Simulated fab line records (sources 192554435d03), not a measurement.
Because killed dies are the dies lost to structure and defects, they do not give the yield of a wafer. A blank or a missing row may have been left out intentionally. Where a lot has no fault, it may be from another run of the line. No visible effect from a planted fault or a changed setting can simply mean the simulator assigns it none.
Problem report, 8D (eight disciplines) form, completed by code    flow n5Finfet    the parts of the form that need people (team, actions taken, sign-off) are left out

== 1. WHAT WENT WRONG ==
Mean of barrierFieldEndpointS at N5_BEOL_M6_CMP_52: 16.1 s across 2 wafers in 2 lots; on wafers with no fault it is 29.0 s (standard deviation 0.68). Measured from the usual mean, that is -19 standard deviations.
The step: polishes, stops on SiCOH lowk, t overpolish 6.9 s, target thk 80 nm.
First seen on wafer L465.1, day 14 13:02, on cmp-02. Wafers with a number at this step in the record: 30, from 11 lots. The rule behind "out" and "out of limits": a value lying over 4 standard deviations away from the usual mean. Any other wafer with a number is counted as sound.

== 2. WHAT IT IS, AND WHAT IT ISN'T ==
question                     is                                      is not
which readings at this step  barrierFieldEndpointS, timeToEndpointS  headPressurePsi, motorCurrentA, overpolishRunS, slurryFilterDpKPa, slurryFlowMlMin
which lots                   L460, L465                              L444, L445, L447, L448, L450, L452, L453, L456, L457
which wafers of those lots   L460.6, L465.1                          L460.3, L465.2
read on which tools          cmp-02                                  cmp-01, cmp-03
when                         from day 14 13:02                       up to then (27 sound wafers); but 1 sound wafer of L460 came after

== 3. SUSPECTS, AND WHAT RULES EACH OUT ==
Counting: a tool at a process step up to the reading stays a suspect if it ran every lot that is out. Sound lots after the first of them don't rule it out here, since some wafers of a struck lot are sound.
- pvdSputter-02 at N5_BEOL_M6_DEGAS_44 (time 60 s): kept. It ran every lot that is out, first L465 (day 14 11:14); its last sound lot up to then is L457 (day 12 12:08).
- cmp-02 at N5_BEOL_M6_CMP_52 (polishes, stops on SiCOH lowk, t overpolish 6.9 s, target thk 80 nm): kept. It ran every lot that is out, first L465 (day 14 13:02); its last sound lot up to then is L457 (day 12 13:35). Out on those wafers are its own readings of barrierFieldEndpointS, timeToEndpointS.
- Within cmp-02 at N5_BEOL_M6_CMP_52, the wafers that are out were processed in chamber 2 and their sound lot-mates in chamber 3.
Remaining after the count are pvdSputter-02 at N5_BEOL_M6_DEGAS_44 and cmp-02 at N5_BEOL_M6_CMP_52.

== 4. THE CAUSE (what the simulator had put in) ==
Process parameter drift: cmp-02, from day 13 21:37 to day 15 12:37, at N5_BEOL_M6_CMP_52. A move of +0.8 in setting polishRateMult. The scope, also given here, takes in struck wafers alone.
Of the 2 suspects that counting leaves, this tool is one.

== 5. THE CHAIN OF EFFECTS, in route order ==
Each row: a reading whose mean over the struck wafers that have a number lies more than 3 standard deviations from the usual. Readings are gone through only where the record gives a usual standard deviation; hours: the median, over the lots, of the time from a lot's start at the first step in this table giving one to that lot's start at this step; sigmas: the change measured in usual standard deviations.
hours  step               reading                usual   on struck wafers  change  sigmas
0      N5_BEOL_M6_CMP_52  barrierFieldEndpointS  29.0 s  16.1              -12.9   -19
0      N5_BEOL_M6_CMP_52  timeToEndpointS        62 s    34                -28     -9.3
It contains these process steps:
- N5_BEOL_M6_CMP_52: polishes, stops on SiCOH lowk, t overpolish 6.9 s, target thk 80 nm.

== 6. WHAT WOULD HAVE CAUGHT IT SOONER ==
First out-of-limits reading in this record: day 14 13:02, which is 15 hours after fault onset at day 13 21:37.
